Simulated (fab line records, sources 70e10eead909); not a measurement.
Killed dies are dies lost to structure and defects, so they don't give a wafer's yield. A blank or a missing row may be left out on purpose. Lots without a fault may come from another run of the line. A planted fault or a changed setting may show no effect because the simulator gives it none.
Which tool did it? | flow nand_harc | 13 lots, 39 wafers sampled, at 6 steps of a route of 1302

WHAT THE GAUGES READ, wafer by wafer
NHARC_A_ONON_D1_THK_MEAS_14: measures by ellipsometry. Usual: thk_nm 998 nm, standard deviation 8.9.
lot  | measured     | on            | thk_nm (nm)    | flag
L352 | day 7 21:58  | film_metro-01 | 1003 1003 1002 |
L353 | day 7 22:01  | film_metro-02 | 1015 1017 1016 |
L354 | day 8 12:35  | film_metro-01 | 1002 1002 1002 |
L356 | day 9 09:34  | film_metro-02 | 1002 1002 1003 |
L357 | day 9 15:28  | film_metro-01 | 991 991 990    |
L358 | day 10 09:19 | film_metro-01 | 994 993 992    |
L359 | day 10 19:44 | film_metro-02 | 995 994 995    |
L360 | day 11 07:49 | film_metro-02 | 992 989 990    |
L363 | day 12 18:01 | film_metro-02 | 1011 1011 1013 |
L366 | day 13 22:14 | film_metro-02 | 992 993 993    |
L369 | day 14 18:54 | film_metro-01 | 978 978 978    |
L370 | day 15 06:40 | film_metro-02 | 991 989 990    |
L375 | day 17 12:16 | film_metro-02 | 984 983 985    |

NHARC_A_ONON_D1_THK_MEAS_24: measures by ellipsometry. Usual: thk_nm 999 nm, standard deviation 8.6.
lot  | measured     | on            | thk_nm (nm)    | flag
L352 | day 8 06:40  | film_metro-02 | 983 985 985    |
L353 | day 8 06:40  | film_metro-01 | 1001 1000 999  |
L354 | day 8 21:46  | film_metro-01 | 1006 1007 1006 |
L356 | day 9 17:40  | film_metro-01 | 999 1001 999   |
L357 | day 10 00:22 | film_metro-01 | 1001 1001 1002 |
L358 | day 10 18:14 | film_metro-02 | 1006 1006 1007 |
L359 | day 11 04:39 | film_metro-01 | 995 997 994    |
L360 | day 11 20:51 | film_metro-01 | 1011 1010 1012 |
L363 | day 13 02:56 | film_metro-01 | 1003 1004 1004 |
L366 | day 14 07:51 | film_metro-01 | 1003 1003 1003 |
L369 | day 15 03:38 | film_metro-02 | 994 994 994    |
L370 | day 15 17:42 | film_metro-01 | 991 992 989    |
L375 | day 17 21:45 | film_metro-02 | 988 987 988    |

NHARC_A_ONON_D1_THK_MEAS_27: measures by ellipsometry. Usual: thk_nm 999 nm, standard deviation 9.8.
lot  | measured     | on            | thk_nm (nm)             | flag
L352 | day 8 07:13  | film_metro-02 | 998 997 996             |
L353 | day 8 07:14  | film_metro-01 | 1002 1001 1001          |
L354 | day 8 22:20  | film_metro-02 | 992 995 992             |
L356 | day 9 18:15  | film_metro-01 | 1009 1007 1007          |
L357 | day 10 00:55 | film_metro-02 | 1004 1001 1003          |
L358 | day 10 18:48 | film_metro-01 | 1003 1002 999           |
L359 | day 11 05:13 | film_metro-01 | 997 995 994             |
L360 | day 11 21:25 | film_metro-01 | 997 996 998             |
L363 | day 13 03:31 | film_metro-01 | 998 998 1000            |
L366 | day 14 08:25 | film_metro-02 | 670 671 670 668 671 669 | OFF
L369 | day 15 04:13 | film_metro-02 | 682 680 682 682 682 681 | OFF
L370 | day 15 18:16 | film_metro-01 | 1007 1008 1007          |
L375 | day 17 22:19 | film_metro-02 | 1011 1012 1011          |

NHARC_END_SORT_01. Usual: killed_at_array 56, standard deviation 19; killed_at_other 1.0, standard deviation 1.3; killed_at_periphery 3.8, standard deviation 2.2; killed_dies 61, standard deviation 19; killed_open 3.1, standard deviation 1.9; killed_short 2.3, standard deviation 1.5.
lot  | measured     | on        | killed_at_array | killed_at_other | killed_at_periphery | killed_dies | killed_open | killed_short | flag
L363 | day 29 07:20 | prober-02 | 75              | 2               | 2                   | 79          | 2           | 2            |
L366 | day 30 09:55 | prober-01 | 671 675 669     | 3 1 2           | 3 1 6               | 677 677 677 | 2 4 0       | 2 1 2        | OFF
L369 | day 33 07:25 | prober-01 | 674 671 671     | 0 0 0           | 3 6 6               | 677 677 677 | 2 7 5       | 4 1 1        | OFF

WHICH TOOL RAN EACH LOT (tool, then ch and the chambers of the sampled wafers, then the start)
lot  | NHARC_A_ONON_D1_DEP_25           | NHARC_A_ONON_D1_DEP_33
L352 | pecvd_onon-04 ch 0, day 8 06:43  | pecvd-04 ch 1,2, day 8 07:53
L353 | pecvd_onon-03 ch 0, day 8 06:44  | pecvd-01 ch 0,1, day 8 08:09
L354 | pecvd_onon-04 ch 0, day 8 21:50  | pecvd-04 ch 1,2, day 8 23:00
L356 | pecvd_onon-03 ch 0, day 9 17:51  | pecvd-01 ch 1,2, day 9 18:58
L357 | pecvd_onon-03 ch 0, day 10 00:25 | pecvd-01 ch 0,2, day 10 01:39
L358 | pecvd_onon-04 ch 0, day 10 18:21 | pecvd-01 ch 1,2, day 10 19:25
L359 | pecvd_onon-03 ch 0, day 11 04:49 | pecvd-04 ch 0,1, day 11 05:53
L360 | pecvd_onon-02 ch 0, day 11 21:01 | pecvd-02 ch 0,1,2, day 11 22:05
L363 | pecvd_onon-04 ch 0, day 13 03:11 | pecvd-02 ch 0,1,2, day 13 04:17
L366 | pecvd_onon-03 ch 0, day 14 08:02 | pecvd-02 ch 0,1,2, day 14 14:10
L369 | pecvd_onon-03 ch 0, day 15 03:42 | pecvd-01 ch 0,1, day 15 07:04
L370 | pecvd_onon-04 ch 0, day 15 17:52 | pecvd-02 ch 0,2, day 15 18:53
L375 | pecvd_onon-02 ch 0, day 17 21:48 | pecvd-02 ch 0,2, day 17 22:56
- NHARC_A_ONON_D1_DEP_25: target thk 1000 nm.
- NHARC_A_ONON_D1_DEP_33: deposits SiO2, target thk 200 nm.

WHAT THE TOOLS THEMSELVES READ (means of the sampled wafers that have a number; where no wafer has one, the mark that the record gives instead)
NHARC_A_ONON_D1_DEP_25. Usual: n2_flow_sccm 2751 sccm, standard deviation 8.4.
lot  | tool          | n2_flow_sccm (sccm) | flag
L352 | pecvd_onon-04 | 2758                |
L353 | pecvd_onon-03 | 2753                |
L354 | pecvd_onon-04 | 2739                |
L356 | pecvd_onon-03 | 2750                |
L357 | pecvd_onon-03 | 2753                |
L358 | pecvd_onon-04 | 2742                |
L359 | pecvd_onon-03 | 2757                |
L360 | pecvd_onon-02 | 2753                |
L363 | pecvd_onon-04 | 2753                |
L366 | pecvd_onon-03 | 2750                |
L369 | pecvd_onon-03 | 2753                |
L370 | pecvd_onon-04 | 2746                |
L375 | pecvd_onon-02 | 2746                |

NHARC_A_ONON_D1_DEP_33. Usual: heater_power_w 630 W, standard deviation 120; throttle_valve_pct 15.8 %, standard deviation 0.43.
lot  | tool     | heater_power_w (W) | throttle_valve_pct (%) | flag
L352 | pecvd-04 | 580                | 16.0                   |
L353 | pecvd-01 | 674                | 15.9                   |
L354 | pecvd-04 | 668                | 15.9                   |
L356 | pecvd-01 | 639                | 16.0                   |
L357 | pecvd-01 | 510                | 15.9                   |
L358 | pecvd-01 | 716                | 16.1                   |
L359 | pecvd-04 | 559                | 15.8                   |
L360 | pecvd-02 | 684                | 15.7                   |
L363 | pecvd-02 | 639                | 15.7                   |
L366 | pecvd-02 | 662                | 15.8                   |
L369 | pecvd-01 | 617                | 15.7                   |
L370 | pecvd-02 | 653                | 15.9                   |
L375 | pecvd-02 | 619                | 15.9                   |

THE ANSWER, worked out from the rows above alone
Rule: a lot is off if the mean of its wafers that have a number lies more than 3 standard deviations from the usual mean. A lot without any number at a reading at which 4 lots or more have one is off too. The other lots that the step has rows for count as sound. The gauges are gone through in route order, then the tools' own readings, and for those a lot's mean is taken as printed above. The first step at which some lot is off is used, and at that step the reading that is off furthest; a lot without a number counts as furthest.
Off: L366, L369, at NHARC_A_ONON_D1_THK_MEAS_27 (thk_nm).
A tool fits if, at a process step before that reading, it ran every lot that is off, and no sound lot after the first of them. The gauges at NHARC_A_ONON_D1_THK_MEAS_27 aren't tried: what is off there is off at NHARC_END_SORT_01 too, on other tools, and a gauge's error can't cause that. One fits: pecvd_onon-03 at NHARC_A_ONON_D1_DEP_25. Its last sound lot is L359 (day 11 04:49), its first lot that is off L366 (day 14 08:02): a fault that began between those two fits.

WHAT THE SIMULATOR HAD PUT IN
Process parameter drift: pecvd_onon-03, from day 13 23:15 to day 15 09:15, at NHARC_A_ONON_D1_DEP_25. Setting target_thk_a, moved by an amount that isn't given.
Lots struck among those shown: L366, L369. The rule above found the same.
